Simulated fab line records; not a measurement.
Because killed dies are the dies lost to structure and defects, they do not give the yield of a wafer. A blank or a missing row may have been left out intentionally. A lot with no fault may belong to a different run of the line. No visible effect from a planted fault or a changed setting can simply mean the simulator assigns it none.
Matching of chambers    flow nand_harc    NHARC_A_SGD_CUT_CMP_21 on cmp-04: 4 sister chambers
The step polishes, target thk 148.19 nm. 14 wafers are shown with their chamber, then 7 later ones without.

## WAFERS, EACH WITH ITS CHAMBER
wafer   chamber  motor_current_A (A)  retaining_ring_pressure_frac  time_to_endpoint_s (s)
L162.1  0        12.1                 0.997                         49
L162.2  1        11.6                 1.003                         51
L162.4  2        14.3                 1.005                         51
L167.3  3        13.4                 1.004                         48
L167.4  2        14.6                 0.999                         46
L167.5  2        14.9                 1.000                         45
L168.3  2        13.6                 0.995                         44
L168.4  0        12.0                 0.996                         46
L168.6  1        11.0                 1.008                         47
L173.2  2        14.8                 1.000                         48
L173.4  3        13.9                 0.993                         51
L173.6  0        11.8                 1.000                         48
L175.2  1        11.1                 1.003                         48
L175.5  3        12.8                 1.002                         49

SIGNATURES, as means of the wafers listed above
reading                       chamber 0  chamber 1  chamber 2  chamber 3  scatter within a chamber
motor_current_A               11.967     11.233     14.440     13.367     0.442
retaining_ring_pressure_frac  0.99767    1.00467    0.99980    0.99967    0.00381
time_to_endpoint_s            47.67      48.67      46.80      49.33      2.21
Rule: a wafer's distance from a chamber is the root of the sum, over the readings, of the square of ((its reading less the chamber's mean) divided by the reading's scatter). The wafer belongs to the nearest chamber; if the next one is less than 2 further off, it can't be placed. The scatter is the square root of a quotient: the sum, over the shown wafers, of each reading's squared deviation from its chamber's mean, divided by wafers minus chambers.

## WAFERS WHOSE CHAMBER IS MISSING
wafer   motor_current_A (A)  retaining_ring_pressure_frac  time_to_endpoint_s (s)
L175.6  14.5                 1.008                         43
L177.1  12.0                 0.994                         47
L177.4  14.7                 1.000                         52
L177.5  12.0                 1.000                         52
L180.3  10.3                 0.984                         49
L180.4  14.1                 1.004                         47
L180.6  11.6                 0.989                         51

## EACH ONE'S CHAMBER
wafer   from the rows above           in truth
L175.6  can't be placed: 2 or 3       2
L177.1  0                             0
L177.4  can't be placed: 2 or 3       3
L177.5  can't be placed: 0 or 1 or 3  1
L180.3  can't be placed: 0 or 1       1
L180.4  can't be placed: 2 or 3       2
L180.6  can't be placed: 0 or 1       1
Correct placement for 1 of the 7. Unplaceable from these rows: 6, with the true chamber sitting among the candidates in 6. Placed wrongly: 0.
